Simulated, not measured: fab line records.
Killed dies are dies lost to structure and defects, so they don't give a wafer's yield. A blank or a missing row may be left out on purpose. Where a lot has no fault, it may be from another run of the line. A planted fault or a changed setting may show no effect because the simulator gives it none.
Struck lot and sound lot, side by side	flow n5 finfet	15 steps out of a route of 1938
Sound: wafers L545.3, L545.4, L545.6. Struck: wafer L540.5; the same lot's L540.6 was not struck, so it is left out; see the end for the cause.
For every step that has rows: the tool of each side, followed by ch and its chambers, followed by its first start. Under that, the readings that differ: sound wafers	struck wafers	difference of the means	sigmas: that difference in standard deviations of wafers without a fault.
alike: readings with means less than 2 such deviations apart, plus words and numbers identical on both sides. not compared: withheld readings, readings lacking a value on some wafer, bounds such as >300 that could conceal the same value, and numbers that have no deviation in the record and whose values overlap.
The two part at a step that has a row with sigmas, a row that says differs or no value, or rows on one side only. When numbers do not overlap yet have no deviation, they are printed without sigmas and do not part them. A reading missing from all wafers of one side parts the sides only when that side holds two or more wafers.

N5_BEOL_M7_CURE_75: cures SiCOH lowk, time 120 s.
  sound on uv cure-02 ch 0, day 13 16:02; struck on uv cure-03 ch 1, day 13 10:01
  alike: lamp power pct, wafer_temp_C_max
then, 1 step without rows for these wafers: N5_BEOL_M7_DEGAS_44 (time 60 s).
N5_BEOL_M7_PRE_CLEAN_45: time 30 s.
  sound: pvd sputter-02 at day 13 16:19; struck: pvd sputter-02 at day 13 10:30
  alike: heater power w
then, 1 step without rows for these wafers: N5_BEOL_M7_ALD_77 (deposits TaN, target thk 2 nm, pulse time 2 s, purge time 3 s).
N5_BEOL_M7_SURFACE_TREAT_79:
  sound: pvd sputter-02 at day 13 16:41; struck: pvd sputter-03 at day 13 10:52
  not compared: throttle valve pct
then, 1 step without rows for these wafers: N5_BEOL_M7_CVD_78 (deposits Co from CCTBA/H2, target thk 2 nm, time 142.3 s).
N5_BEOL_M7_SPUTTER_48: material Cu, target thk 10 nm, time 1.667 s.
  sound: pvd sputter-03 at day 13 17:11; struck: pvd sputter-01 at day 13 11:04
  alike: throttle valve pct
then, 1 step without rows for these wafers: N5_BEOL_M7_ECD_50 (material Cu, target thk 300 nm).
N5_BEOL_M7_ANNEAL_51: time 90 s.
  sound on rtp anneal-01 ch 0, day 13 17:37; struck on rtp anneal-01 ch 0, day 13 11:25
reading	sound	struck	difference	sigmas
wafer_temp_C_max	226.4 226.2 226.5	225.5	-0.9	-3
then, 1 step without rows for these wafers: N5_BEOL_M7_CMP_52 (polishes, stops on SiCOH lowk, t overpolish 6.9 s, target thk 80 nm).
N5_BEOL_M7_THK_MEAS_53: measures by xrf.
  sound: film metro-02 at day 13 18:10; struck: film metro-01 at day 13 11:52
reading	sound	struck	difference	sigmas
M7_THK (nm)	77.0 80.2 77.4	82.4	+4.2	+2
then, 1 step without rows for these wafers: N5_BEOL_M7_PRE_CLEAN_55 (time 15 s).
N5_BEOL_M7_DEP_56: deposits SiCN from 3MS/NH3, target thk 10 nm, time 17.5 s.
  sound on pecvd-01 ch 1,2, day 13 18:13; struck on pecvd-04 ch 1, day 13 11:57
reading	sound	struck	difference	sigmas
model.SiCN_of_BEOL_M7_DEP_56.thk nm (nm)	9.8 10 10.2	12.4	+2.4	
  alike: showerhead plenum p Torr, throttle valve pct
N5_BEOL_M7_RS_MEAS_57: the measuring method here is four-point-probe.
  sound: film metro-02 at day 13 18:18; struck: film metro-01 at day 13 12:00
reading	sound	struck	difference	sigmas
M7_RS (ohm/sq)	0.295 0.280 0.292	0.271	-0.018	-2
-- here the record skips 3 days between the struck wafers' starts before and after, leaving off in module BEOL_M7 and picking up in module PASSIVATION (first step shown: number 1936 of the route) --
N5_PASSIVATION_PROBE_49:
  rows exist in the record for the struck wafers here (prober-01, day 16 10:20), but not for the sound ones

WHERE THEY PART
Last at N5_PASSIVATION_PROBE_49 as far as this record goes, first at N5_BEOL_M7_ANNEAL_51.

WHY: what the simulator had put in
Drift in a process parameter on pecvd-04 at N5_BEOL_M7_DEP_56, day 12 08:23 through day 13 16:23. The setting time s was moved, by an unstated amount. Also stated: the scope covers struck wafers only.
